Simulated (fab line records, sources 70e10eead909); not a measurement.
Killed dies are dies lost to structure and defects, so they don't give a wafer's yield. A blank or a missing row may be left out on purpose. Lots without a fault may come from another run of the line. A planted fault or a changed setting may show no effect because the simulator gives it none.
fab line records | flow nand_harc | part 2 of 2: steps 5 to 6 of 6
record lots=22 wafers=66 last_day=33
route steps=1302 shown A_STAIRCASE@834 A_SGD_CUT@890 A_SLIT@939
lots that met no fault: from a run of the same line without faults
start_h: hours from the record's first day to the start of the lot's first wafer shown | wait_h: hours since the lot's step before | " the same as in the row above | L1.1+2: a row that stands for several wafers | - no value, or no start given | * or withheld: withheld | < > ~ a bound
route shown NAME@n: a module of which the file shows steps, and the number in the route of the first | usual: mean/standard deviation of fault-free wafers | same: alike in all rows | chamber/n: place in a boat | sites: the reading at each site | _std_site: their standard deviation | _edge_site: outer sites' mean less inner sites' | radius_mm: how far each site lies from the wafer's centre | mask NAME#n: copy n | behind: the tool/chamber that last shaped the wafer | hold: why the lot was held/for how many hours/how that ended | device: the transistor (n, p or np) that didn't switch | end of line: the same wafers' tests at the end of the route | a step without rows: its recipe alone | killed: dies lost to structure and defects at the first sort, not the wafer's yield | map: a wafer's dies, x killed, . not, _ none there
set.NAME: the setting as run; set.NAME@STEP: as run at that earlier step | model.NAME: the simulator's own value behind a step, which no gauge read
steps of the route over a sample of lots; a table a step, a row a wafer
services: from which hour (start_h, from the record's first day; less than 0 if before it) a tool's chamber was out of use, for how many hours, and why
## steps
# step NHARC_A_SLIT_ETCH_17
# recipe bias_v=900 source_w=withheld pressure_mtorr=20 ar_flow_sccm=375 c4f8_flow_sccm=83.3 o2_flow_sccm=41.7 time_s=4254.5 target_depth_a=2.03e+05 chemistry=C4F8/O2/Ar
# usual drypump_motor_current_A=5.57/0.11 mfc_ar_sccm=375.1/1.2 showerhead_plenum_p_Torr=3.65/0.14 throttle_valve_pct=32.045/0.0085
# columns lot.wafer tool chamber start_h wait_h drypump_motor_current_A mfc_ar_sccm rf_hours_counter_h showerhead_plenum_p_Torr throttle_valve_pct
L074.3 har_etch-02 0 445.12 - 5.62 372.9 - 3.63 32.040
L074.4 " 1 " " 5.51 372.9 - 3.93 32.040
L074.5 " 0 " " 5.60 375.7 - 3.63 32.050
L075.1 har_etch-01 0 470.01 - 5.75 375.5 257 3.54 32.046
L075.2 " 1 " " 5.50 374.8 257 3.65 32.059
L075.5 " 0 472.39 - 5.71 375.4 - 3.54 32.037
L076.2 har_etch-02 0 474.22 - 5.59 374.6 42 3.62 32.057
L076.5 " 1 476.02 - 5.46 375.6 - 3.92 32.040
L076.6 " 0 " " 5.59 372.6 - 3.62 32.035
L077.1 har_etch-01 0 480.43 - 5.78 373.8 264 3.54 32.046
L077.4 " 0 481.66 - 5.78 375.5 - 3.54 32.055
L077.5 " 0 482.89 - 5.75 375.7 - 3.54 32.071
L079.4 har_etch-01 1 511.25 - 5.48 374.2 - 3.64 32.038
L079.6 " 0 " " 5.74 377.7 - 3.53 32.048
L079.5 " 1 " " 5.47 376.2 - 3.64 32.046
L082.2 har_etch-01 1 530.82 - 5.45 374.7 295 3.63 32.036
L082.1 " 0 " " 5.75 376.1 295 3.52 32.044
L082.3 " 1 " " 5.45 375.8 - 3.63 32.047
L081.1 har_etch-02 0 531.44 - 5.62 376.8 81 3.60 32.050
L081.4 " 1 533.26 - 5.49 373.3 - 3.89 32.058
L081.5 " 1 534.47 - 5.46 374.8 - 3.89 32.020
L083.1 har_etch-01 1 549.44 - 5.45 374.0 302 3.62 32.044
L083.3 " 1 550.66 - 5.45 374.3 - 3.62 32.060
L083.6 " 1 551.87 - 5.46 375.8 - 3.62 32.048
L084.1 har_etch-01 0 561.43 - 5.69 373.8 310 3.51 32.053
L084.2 " 1 " " 5.46 373.8 310 3.62 32.051
L084.5 " 1 564.40 - 5.48 373.3 - 3.62 32.042
L085.2 har_etch-02 1 562.49 - 5.48 376.7 96 3.88 32.028
L085.3 " 1 563.70 - 5.50 377.2 - 3.89 32.040
L085.6 " 0 565.51 - 5.62 373.9 - 3.60 32.050
L086.1 har_etch-02 1 566.90 - 5.49 374.9 100 3.88 32.041
L086.4 " 1 568.12 - 5.50 373.7 - 3.88 32.038
L086.6 " 0 " " 5.62 376.7 - 3.59 32.037
L087.3 har_etch-01 1 583.25 - 5.48 375.7 - 3.61 32.027
L087.4 " 0 " " 5.71 374.7 - 3.51 32.034
L087.6 " 0 585.07 - 5.78 374.8 - 3.51 32.035
L088.4 har_etch-01 0 597.12 - 5.73 375.6 - 3.50 32.052
L088.6 " 0 598.32 - 5.71 375.5 - 3.50 32.038
L088.5 " 1 " " 5.47 377.3 - 3.61 32.028
L089.2 har_etch-01 0 602.31 - 5.78 375.5 336 3.50 32.049
L089.1 " 1 " " 5.47 375.9 336 3.60 32.031
L089.4 " 0 " " 5.74 375.5 - 3.50 32.039
L090.3 har_etch-02 1 606.42 - 5.50 375.8 - 3.87 32.055
L090.4 " 0 " " 5.62 376.7 - 3.58 32.061
L090.5 " 1 " " 5.49 376.5 - 3.87 32.053
L092.2 har_etch-02 1 643.17 - 5.49 374.9 139 3.86 32.055
L092.1 " 0 " " 5.61 375.4 139 3.57 32.039
L092.3 " 0 644.94 - 5.62 375.1 - 3.57 32.054
L091.1 har_etch-01 0 644.35 - 5.73 374.8 359 3.49 32.039
L091.4 " 1 " " 5.47 374.1 - 3.59 32.055
L091.5 " 0 646.75 - 5.74 375.5 - 3.49 32.036
L093.1 har_etch-02 0 651.41 - 5.59 374.6 146 3.57 32.047
L093.4 " 1 653.25 - 5.51 374.7 - 3.86 32.040
L093.5 " 1 654.47 - 5.48 375.3 - 3.86 32.051
L094.3 har_etch-02 0 656.91 - 5.60 374.6 - 3.57 32.044
L094.5 " 0 658.12 - 5.59 376.4 - 3.57 32.044
L094.6 " 1 " " 5.48 376.8 - 3.86 32.050
L095.2 har_etch-02 0 673.93 - 5.65 374.6 157 3.56 32.025
L095.4 " 0 675.12 - 5.62 375.3 - 3.56 32.041
L095.6 " 1 " " 5.49 374.9 - 3.85 32.051
L096.2 har_etch-01 1 685.22 - 5.46 374.7 383 3.58 32.052
L096.1 " 0 " " 5.73 374.4 383 3.47 32.032
L096.5 " 0 688.30 - 5.70 374.3 - 3.47 32.049
L097.2 har_etch-02 1 686.08 - 5.50 375.8 165 3.85 32.045
L097.1 " 0 " " 5.60 371.4 165 3.56 32.052
L097.6 " 1 688.49 - 5.49 374.7 - 3.85 32.063
# step NHARC_A_SLIT_STRIP_18
# recipe o2_flow_sccm=500 ar_flow_sccm=0 bias_w=0 chemistry=O2
# usual drypump_motor_current_A=5.6/0.38 mfc_ar_sccm=0.009/0.0092 oes_product_au=0.996/0.0083 rf_vpp_V=57.8/0.88 showerhead_plenum_p_Torr=3.54/0.14 throttle_valve_pct=17.036/0.0091
# columns lot.wafer tool chamber start_h wait_h drypump_motor_current_A mfc_ar_sccm oes_product_au rf_hours_counter_h rf_vpp_V showerhead_plenum_p_Torr throttle_valve_pct
L074.3 rie_diel-02 0 - - 5.5 0.030 0.999 3.8 57.7 3.36 17.041
L074.4 " 1 " " 5.7 0.012 0.993 4.1 58.1 3.63 17.034
L074.5 " 2 " " 5.3 0.004 1.001 - 57.0 3.36 17.031
L075.1 rie_diel-03 1 - - 6.1 0 0.987 1.1 58.3 3.38 17.027
L075.2 " 2 " " 6.4 0.006 0.997 0.6 58.2 3.56 17.040
L075.5 " 1 " " 6.1 0 0.994 - 58.3 3.37 17.025
L076.2 rie_diel-03 2 - - 6.3 0.006 0.999 0.8 56.1 3.56 17.030
L076.5 " 1 " " 6.0 0 0.989 - 57.4 3.38 17.032
L076.6 " 2 " " 6.4 0.006 0.987 - 58.0 3.56 17.038
L077.4 rie_diel-05 3 - - 6.2 0 0.989 5.1 58.3 3.63 17.042
L077.1 " 2 " " 5.6 0 1.002 5.8 57.4 3.41 17.047
L077.5 " 3 " " 6.2 0 1.000 - 58.5 3.63 17.044
L079.4 rie_diel-02 3 - - 5.2 0.013 0.984 6.3 58.6 3.62 17.034
L079.6 " 3 " " 5.2 0.013 0.992 - 58.6 3.62 17.030
L079.5 " 0 " " 5.5 0.030 1.007 - 58.0 3.36 17.029
L082.2 rie_diel-02 1 - - 5.7 0.012 0.994 7.0 57.0 3.63 17.021
L082.3 " 3 " " 5.2 0.013 0.974 7.0 59.0 3.62 17.014
L082.1 " 0 " " 5.5 0.030 0.995 6.3 58.4 3.36 17.008
L081.4 rie_diel-05 0 - - 5.3 0.017 0.985 10.0 59.1 3.73 17.037
L081.1 " 1 " " 5.4 0 0.996 10.0 58.4 3.65 17.039
L081.5 " 2 " " 5.6 0 1.006 - 56.6 3.41 17.034
L083.1 rie_diel-02 3 - - 5.2 0.013 0.988 7.6 57.5 3.62 17.020
L083.3 " 2 " " 5.3 0.004 1.000 5.8 56.5 3.36 17.038
L083.6 " 3 " " 5.2 0.013 0.994 - 60.4 3.62 17.034
L084.2 rie_diel-02 2 - - 5.3 0.004 1.001 7.3 57.8 3.36 17.052
L084.1 " 3 " " 5.2 0.013 0.987 9.3 58.2 3.62 17.035
L084.5 " 1 " " 5.7 0.012 1.000 - 57.7 3.63 17.042
L085.3 rie_diel-03 1 - - 6.0 0 0.998 5.9 56.8 3.37 17.032
L085.2 " 2 " " 6.4 0.006 0.998 5.4 58.4 3.56 17.034
L085.6 " 0 " " 5.2 0.011 0.978 - 58.6 3.70 17.032
L086.1 rie_diel-03 0 - - 5.2 0.011 0.982 5.0 57.9 3.70 17.043
L086.4 " 1 " " 6.0 0 0.998 6.0 57.4 3.37 17.036
L086.6 " 0 " " 5.2 0.011 0.977 - 57.3 3.70 17.039
L087.4 rie_diel-03 1 - - 6.1 0 1.002 6.5 57.0 3.37 17.039
L087.3 " 3 " " 5.3 0 1.006 6.2 57.3 3.57 17.045
L087.6 " 1 " " 6.1 0 0.993 - 56.8 3.37 17.033
L088.6 rie_diel-03 2 - - 6.3 0.006 0.995 - 57.5 3.56 17.022
L088.4 " 3 " " 5.3 0 1.005 - 57.4 3.57 17.032
L088.5 " 0 " " 5.2 0.011 0.997 - 59.5 3.70 17.058
L089.1 rie_diel-05 2 - - 5.6 0 1.005 1.4 59.1 3.40 17.032
L089.2 " 3 " " 6.2 0 1.007 1.6 56.8 3.63 17.059
L089.4 " 2 " " 5.6 0 0.998 - 58.0 3.40 17.048
L090.4 rie_diel-02 2 - - 5.3 0.004 1.002 1.1 57.4 3.36 17.026
L090.3 " 3 " " 5.2 0.013 0.986 1.2 58.4 3.62 17.025
L090.5 " 3 " " 5.2 0.013 0.982 - 57.0 3.62 17.043
L092.3 rie_diel-02 1 - - 5.7 0.012 0.999 3.0 57.5 3.63 17.022
L092.2 " 2 " " 5.3 0.004 1.004 2.3 57.7 3.36 17.048
L092.1 " 3 " " 5.2 0.013 0.993 2.5 58.2 3.62 17.033
L091.1 rie_diel-03 0 - - 5.2 0.011 0.992 0.1 58.2 3.69 17.037
L091.4 " 1 " " 6.1 0 0.995 0.1 56.1 3.37 17.040
L091.5 " 0 " " 5.2 0.011 0.991 - 59.0 3.69 17.041
L093.4 rie_diel-05 1 - - 5.5 0 0.986 4.3 58.5 3.65 17.038
L093.1 " 2 " " 5.6 0 1.002 4.7 57.2 3.40 17.052
L093.5 " 1 " " 5.4 0 1.001 - 57.8 3.65 17.038
L094.3 rie_diel-02 2 - - 5.3 0.004 1.000 3.8 57.4 3.36 17.049
L094.5 " 0 " " 5.5 0.030 0.992 - 56.8 3.35 17.034
L094.6 " 1 " " 5.7 0.012 1.002 - 58.6 3.62 17.048
L095.4 rie_diel-05 0 - - 5.3 0.017 0.993 4.6 56.7 3.73 17.020
L095.2 " 2 " " 5.6 0 0.994 5.3 59.2 3.40 17.028
L095.6 " 1 " " 5.4 0 0.995 - 57.2 3.65 17.041
L096.2 rie_diel-05 3 - - 6.2 0 1.002 6.0 59.2 3.63 17.040
L096.1 " 2 " " 5.6 0 1.012 5.9 57.5 3.40 17.035
L096.5 " 3 " " 6.2 0 0.996 - 58.8 3.62 17.020
L097.1 rie_diel-02 0 - - 5.5 0.030 1.001 6.4 57.0 3.35 17.033
L097.2 " 2 " " 5.3 0.004 1.008 5.6 58.3 3.36 17.051
L097.6 " 0 " " 5.5 0.030 1.008 - 57.2 3.35 17.030
## services
# columns tool chamber start_h hours kind
rie_diel-04 - 354.90 9.0 pm
rie_diel-07 1 359.86 2.9 repair
rie_diel-01 1 366.50 3.8 repair
rie_diel-01 3 378.09 9.6 repair
har_etch-02 - 379.59 17.0 pm
rie_diel-01 - 380.80 9.0 pm
rie_diel-02 0 386.61 6.0 repair
rie_diel-07 0 393.62 9.9 repair
rie_diel-07 0 403.85 8.8 repair
pecvd-02 - 408.10 13.0 pm
rie_diel-04 - 532.93 9.0 pm
rie_diel-07 1 554.62 4.5 repair
rie_diel-07 0 555.62 7.3 repair
rie_diel-01 2 581.64 14.5 repair
rie_diel-04 3 582.21 24.3 repair
pecvd-02 - 589.10 13.0 pm
rie_diel-04 - 597.26 0.4 repair
rie_diel-07 3 624.07 13.7 repair
har_etch-02 - 627.04 9.2 repair
rie_diel-07 - 648.20 9.0 pm
pecvd-02 0 665.63 2.0 repair
rie_diel-07 - 671.04 1.6 repair
rie_diel-04 2 673.46 3.1 repair
rie_diel-01 - 688.80 0.3 repair
